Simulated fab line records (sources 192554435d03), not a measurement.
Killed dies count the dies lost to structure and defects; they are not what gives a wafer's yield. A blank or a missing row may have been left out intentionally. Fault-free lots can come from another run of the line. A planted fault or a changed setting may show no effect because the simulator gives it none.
Struck lot and sound lot, side by side | flow n5_finfet | 27 out of 1938 route steps
Sound: wafers L269.1, L269.2, L269.4. Struck: wafer L272.6 (left out: L272.2, L272.5 of the same lot, which were not struck); the cause appears at the end.
At each step with rows: each side's tool, then ch and its chambers, then its first start. Under that, the readings that differ: sound wafers | struck wafers | difference of the means | sigmas: that difference in standard deviations of wafers without a fault.
alike: a reading whose means differ by less than 2 such deviations, as well as words and numbers matching on both sides. not compared: withheld readings; readings where some wafer has no value; bounds like >300 that might hide an equal value; numbers whose values overlap and for which the record gives no deviation.
The two part at a step that has a row with sigmas, a row that says differs or no value, or rows on one side only. When numbers do not overlap yet have no deviation, they are printed without sigmas and do not part them. A reading that every wafer of one side lacks parts them only if that side has two wafers or more.

first, 4 steps without rows for these wafers: N5_SD_EPI_N_PRECLEAN_24 (cleans in O3/DIW, time 60 s); N5_SD_EPI_N_SRD_25 (time 30 s); N5_SD_EPI_N_PRECLEAN_49 (cleans in NF3:NH3, afs cycles 1, time 20 s, sublimation time 60 s); N5_SD_EPI_N_LINER_46 (material SiNx, target thk 3 nm).
N5_SD_EPI_N_INSPECT_26: inspects for defects (darkfield).
  sound on defect_inspect-02, day 4 12:20; struck on defect_inspect-01, day 5 07:47
  alike: raw_defect_count
then, 7 steps without rows for these wafers: N5_SD_EPI_P_COAT_34 (time 60 s, resist thk 350 nm); N5_SD_EPI_P_COAT_35 (time 60 s, resist thk 35 nm); N5_SD_EPI_P_COAT_03 (resist thk 150 nm); N5_SD_EPI_P_EBR_05; N5_SD_EPI_P_SOFTBAKE_04 (time 60 s); N5_SD_EPI_P_EXPOSE_06 (exposes mask SD P BLK, target cd 240 nm); N5_SD_EPI_P_PEB_07 (peb time 60 s).
N5_SD_EPI_P_DEVELOP_08: develop time 30 s.
  sound on litho_track-01 ch 0, day 4 12:40; struck on litho_track-01 ch 0, day 5 08:01
N5_SD_EPI_P_CD_MEAS_09: target cd 240 nm.
  sound on cd_sem-01 ch 0, day 4 12:44; struck on cd_sem-03 ch 0, day 5 08:04
  alike: cd_nm
N5_SD_EPI_P_OVL_MEAS_10:
  sound on overlay-01 ch 0, day 4 12:46; struck on overlay-01 ch 0, day 5 08:06
  alike: SD_P_BLK_OVL
N5_SD_EPI_P_INSPECT_11: inspects for defects (macro).
  sound on defect_inspect-01, day 4 12:47; struck on defect_inspect-02, day 5 08:07
  alike: raw_defect_count
N5_SD_EPI_P_DESCUM_14: chemistry O2, time 7.9 s.
  sound on rie_diel-03 ch 0,1,3, day 4 12:56; struck on rie_diel-03 ch 0, day 5 08:09
  reading                   | sound             | struck | difference | sigmas
  model.SD_EPI_P.cd_nm (nm) | 241.4 239.8 239.4 | 241.6  | +1.4       |
  alike: bias_power_w, drypump_motor_current_A, oes_product_au, rf_vpp_V, showerhead_plenum_p_Torr, throttle_valve_pct
  not compared: rf_hours_counter_h
N5_SD_EPI_P_ETCH_36: etches SiARC in CF4, target depth 45.5 nm, time 75.8 s.
  sound on rie_diel-03 ch 0,1,3, day 4 12:58; struck on rie_diel-03 ch 0, day 5 08:11
  alike: drypump_motor_current_A, etch_rf_on_time_s, oes_product_au, rf_vpp_V, showerhead_plenum_p_Torr, throttle_valve_pct
  not compared: rf_hours_counter_h
N5_SD_EPI_P_ETCH_37: etches SOC in N2/H2, overetch 108 nm, time 486 s.
  sound on rie_diel-03 ch 0,1,3, day 4 13:01; struck on rie_diel-03 ch 0, day 5 08:15
  alike: drypump_motor_current_A, n2_flow_sccm, oes_product_au, rf_vpp_V, showerhead_plenum_p_Torr, throttle_valve_pct
  not compared: rf_hours_counter_h
then, 1 step without rows for these wafers: N5_SD_EPI_P_STRIP_38 (strips in N2/H2).
N5_SD_EPI_P_ETCHBACK_46: etches SiNx in CH3F/O2, stops on SiO2, target depth 17.5 nm.
  sound on rie_diel-03 ch 0,1,3, day 4 13:21; struck on rie_diel-03 ch 0, day 5 08:34
  alike: O2_flow_sccm, drypump_motor_current_A, oes_ar_750_au, oes_product_au, rf_vpp_V, showerhead_plenum_p_Torr, throttle_valve_pct
  not compared: rf_hours_counter_h
N5_SD_EPI_P_ETCH_47: etches SiOCN in CH3F/O2, target depth 25 nm.
  sound on rie_diel-03 ch 0,1,3, day 4 13:27; struck on rie_diel-03 ch 0, day 5 08:40
  alike: O2_flow_sccm, drypump_motor_current_A, oes_ar_750_au, oes_product_au, rf_vpp_V, showerhead_plenum_p_Torr, throttle_valve_pct
  not compared: rf_hours_counter_h
N5_SD_EPI_P_ETCH_16: etches SiO2 in CHF3/O2, target depth 5 nm.
  sound on rie_diel-03 ch 0,1,3, day 4 13:33; struck on rie_diel-03 ch 0, day 5 08:46
  alike: O2_flow_sccm, drypump_motor_current_A, oes_ar_750_au, oes_product_au, rf_vpp_V, showerhead_plenum_p_Torr, throttle_valve_pct
  not compared: rf_hours_counter_h
then, 1 step without rows for these wafers: N5_SD_EPI_P_STRIP_50 (strips in CHF3/O2).
N5_SD_EPI_P_SD_RECESS_17: chemistry HBr/Cl2/O2, target depth 39.1 nm, bt time 3 s.
  sound on rie_si-06 ch 1,2,3, day 4 13:37; struck on rie_si-05 ch 2, day 5 08:50
  reading                   | sound         | struck | difference | sigmas
  model.SD_EPI_P.cd_nm (nm) | 240.4 240 240 | 241.8  | +1.7       |
  alike: HBr_flow_sccm, O2_flow_sccm, drypump_motor_current_A, oes_product_au, throttle_valve_pct
  not compared: rf_hours_counter_h
then, 1 step without rows for these wafers: N5_SD_EPI_P_WET_ETCH_45 (etches SiO2 in dHF, time 10.7 s, target depth 2 nm, rinse time 30 s).
-- record jumps: 6 days separate the struck wafers' starts on either side; left off in module SD_EPI_P, taken up again in module BEOL_M4, whose first shown step is the route's number 1111 --
N5_BEOL_M4_RC_MEAS_101:
  sound on prober-02 ch 0, day 11 11:06; struck on prober-02 ch 0, day 11 17:29
  reading       | sound       | struck | difference | sigmas
  ION_P (uA/um) | 474 475 478 | 462    | -14        | -2
  alike: DIBL_N, DIBL_P, IOFF_N, IOFF_P, ION_N, SS_N, SS_P, VT_N, VT_P

== WHERE THEY PART ==
Only at N5_BEOL_M4_RC_MEAS_101, within this record.

WHY: what had been put in by the simulator
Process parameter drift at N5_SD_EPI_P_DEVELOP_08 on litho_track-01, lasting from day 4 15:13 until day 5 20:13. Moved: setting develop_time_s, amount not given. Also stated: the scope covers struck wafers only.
